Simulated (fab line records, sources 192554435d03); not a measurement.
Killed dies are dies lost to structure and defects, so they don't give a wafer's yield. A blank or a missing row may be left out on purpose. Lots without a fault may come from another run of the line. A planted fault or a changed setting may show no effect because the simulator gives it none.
Split-lot experiment | flow n5_finfet | 7 lots, 21 wafers read, on a route of 1938 steps

THE SPLIT
At N5_BEOL_M7_VIA_ETCH_34 (etches SiCOH lowk in C4F6/O2, target depth 125.5 nm, time 50.5 s), the setting source_w was moved away from the recipe's 345 W on 5 of the 21 wafers read, by -15.3% to +9.1%. The other wafers ran this setting at the recipe's value.

The reading is taken at the split's own step.

THE READING
rf_vpp_V, in V, at N5_BEOL_M7_VIA_ETCH_34 (etches SiCOH lowk in C4F6/O2, target depth 125.5 nm, time 50.5 s). Fault-free wafers of this fab line usually give 666 V, standard deviation 9.6 V.

wafer  | tool, chamber at the split | source_w as run, W | against the recipe | rf_vpp_V, V | against lot-mates on the recipe
L075.1 | rie_diel-05, 3             | 292.1              | -15.3%             | 745         | +68
L075.3 | rie_diel-05, 2             | 345                | recipe             | 677         | -
L075.5 | rie_diel-05, 3             | 292.1              | -15.3%             | 745         | +68
L082.1 | rie_diel-05, 2             | 345                | recipe             | 677         | -
L082.2 | rie_diel-05, 3             | 345                | recipe             | 684         | -
L082.6 | rie_diel-05, 3             | 345                | recipe             | 684         | -
L083.1 | rie_diel-06, 2             | 345                | recipe             | 654         | -
L083.3 | rie_diel-06, 0             | 345                | recipe             | 654         | -
L083.4 | rie_diel-06, 3             | 345                | recipe             | 664         | -
L087.1 | rie_diel-06, 1             | 345                | recipe             | 658         | -
L087.2 | rie_diel-06, 2             | 345                | recipe             | 655         | -
L087.4 | rie_diel-06, 0             | 345                | recipe             | 655         | -
L093.3 | rie_diel-01, 2             | 372                | +7.8%              | 645         | -15
L093.5 | rie_diel-01, 0             | 372                | +7.8%              | 639         | -21
L093.6 | rie_diel-01, 3             | 345                | recipe             | 660         | -
L095.2 | rie_diel-01, 3             | 345                | recipe             | 660         | -
L095.4 | rie_diel-01, 0             | 376.4              | +9.1%              | 636         | -24
L095.6 | rie_diel-01, 3             | 345                | recipe             | 661         | -
L096.1 | rie_diel-01, 1             | 345                | recipe             | 668         | -
L096.3 | rie_diel-01, 3             | 345                | recipe             | 661         | -
L096.6 | rie_diel-01, 3             | 345                | recipe             | 659         | -

THE FIT
A straight line over all 21 wafers: rf_vpp_V changes by -4.53 V for each +1% of source_w; r = -0.93; the points scatter about the line by 11 V.
The same after taking each lot's own level away (the mean of its wafers on the recipe; 21 wafers): -3.81 V for each +1%; r = -0.97; scatter 5.6 V.
On that fit, the largest move of source_w shifts the reading by 58 V.
The lots' own levels span 656.0 to 681.7 V, that is 2.7 times the standard deviation above.
So the lot-to-lot level changes the slope: the two fits differ.
Check: with one of the wafers moved furthest among these (-15.3%) left out of the fit, the line predicts +56.6 V for it against its lot-mates. It came out at +68 V against them.
Tool readings at the split's step, against how far the setting was moved: rf_vpp_V r = -0.93.

OTHER SPLITS ON THESE WAFERS
These wafers also went through other splits before the reading. Each is held against what the fit with the lots' levels taken away leaves over:
other split on the same wafers | wafers away from the commonest value | r with rf_vpp_V (lot level and that fit taken away)
N5_BEOL_M5_EXPOSE_25 dose_mj   | 6                                    | +0.11
N5_BEOL_M6_ETCH_41 time_s      | 5                                    | -0.01

THE FILE'S OWN FIT
rf_vpp_V changes by -3.72 V for each +1% of source_w, r = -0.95.
